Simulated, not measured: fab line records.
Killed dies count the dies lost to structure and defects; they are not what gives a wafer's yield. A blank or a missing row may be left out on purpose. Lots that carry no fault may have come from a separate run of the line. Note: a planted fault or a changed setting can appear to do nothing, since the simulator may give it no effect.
Comparing a struck lot with a sound one -- flow n5 finfet -- 14 out of 1938 route steps
Sound: the wafers L232.2, L232.3, L232.5. Struck: wafer L235.4 (left out: L235.1, L235.3 of the same lot, which were not struck); the cause appears at the end.
For every step that has rows: the tool of each side, followed by ch and its chambers, followed by its first start. Under that, the readings that differ: sound wafers -- struck wafers -- difference of the means -- sigmas: that difference in standard deviations of wafers without a fault.
alike: readings whose means differ by less than 2 such deviations, and words and numbers that are the same on both sides. not compared: withheld readings, readings that some wafer has no value for, bounds like >300 that may hide the same value, and numbers for which the record gives no deviation and whose values overlap.
The two part at a step that has a row with sigmas, a row that says differs or no value, or rows on one side only. Numbers that have no deviation but don't overlap get no sigmas and don't part them. A reading missing from all wafers of one side parts the sides only when that side holds two or more wafers.

first, 2 steps without rows for these wafers: N5_BEOL_M13_PRECLEAN_39 (cleans in residue remover, time 60 s); N5_BEOL_M13_SRD_40 (time 30 s, dry time 30 s).
N5_BEOL_M13_DEGAS_41: time 60 s.
  sound on pvd sputter-03 at day 14 04:49; struck on pvd sputter-02 at day 15 02:22
  alike: heater power w
N5_BEOL_M13_PRE_CLEAN_42: time 30 s.
  sound on pvd sputter-03 at day 14 04:52; struck on pvd sputter-02 at day 15 02:25
  alike: heater power w
then, 1 step without rows for these wafers: N5_BEOL_M13_SPUTTER_43 (material TaN, target thk 15 nm, time 24.19 s).
N5_BEOL_M13_SPUTTER_44: material Ta, target thk 10 nm, time 16.13 s.
  sound on pvd sputter-03 at day 14 04:59; struck on pvd sputter-02 at day 15 02:32
  alike: cathode dc power W, throttle valve pct
N5_BEOL_M13_SPUTTER_45: material Cu, target thk 80 nm, time 13.33 s.
  sound on pvd sputter-03 at day 14 05:04; struck on pvd sputter-02 at day 15 02:37
  alike: cathode dc power W, throttle valve pct
then, 2 steps without rows for these wafers: N5_BEOL_M13_ECD_47 (material Cu, target thk 936 nm); N5_BEOL_M13_ANNEAL_48 (time 90 s).
N5_BEOL_M13_CMP_49: polishes, stops on SiOC, t overpolish 17.1 s, target thk 420 nm.
  sound on cmp-04 ch 0,1, day 14 05:41; struck on cmp-02 ch 1, day 15 03:14
  alike: barrier field endpoint s, clearing platen rpm, edge zone pressure frac, motor current A, overpolish run s
N5_BEOL_M13_THK_MEAS_50: measures by xrf.
  sound on film metro-01 at day 14 05:59; struck on film metro-01 at day 15 03:32
  alike: M13_THK
then, 1 step without rows for these wafers: N5_BEOL_M13_PRE_CLEAN_52 (time 15 s).
N5_BEOL_M13_DEP_53: deposits SiCN from 3MS/NH3, target thk 50 nm, time 17.8 s.
  sound on pecvd-01 ch 0,1,2, day 14 06:02; struck on pecvd-01 ch 0, day 15 03:35
reading,sound,struck,difference,sigmas
model.SiCN_of_BEOL_M13_DEP_53.thk nm (nm),51.2 50.8 51.8,98.4,+47.1,
  alike: showerhead plenum p Torr, throttle valve pct
N5_BEOL_M13_RS_MEAS_54: the measuring method here is four-point-probe.
  sound on film metro-01 at day 14 06:07; struck on film metro-01 at day 15 03:40
  alike: M13_RS

WHERE THEY PART
Nowhere in this record.

WHY: what had been put in by the simulator
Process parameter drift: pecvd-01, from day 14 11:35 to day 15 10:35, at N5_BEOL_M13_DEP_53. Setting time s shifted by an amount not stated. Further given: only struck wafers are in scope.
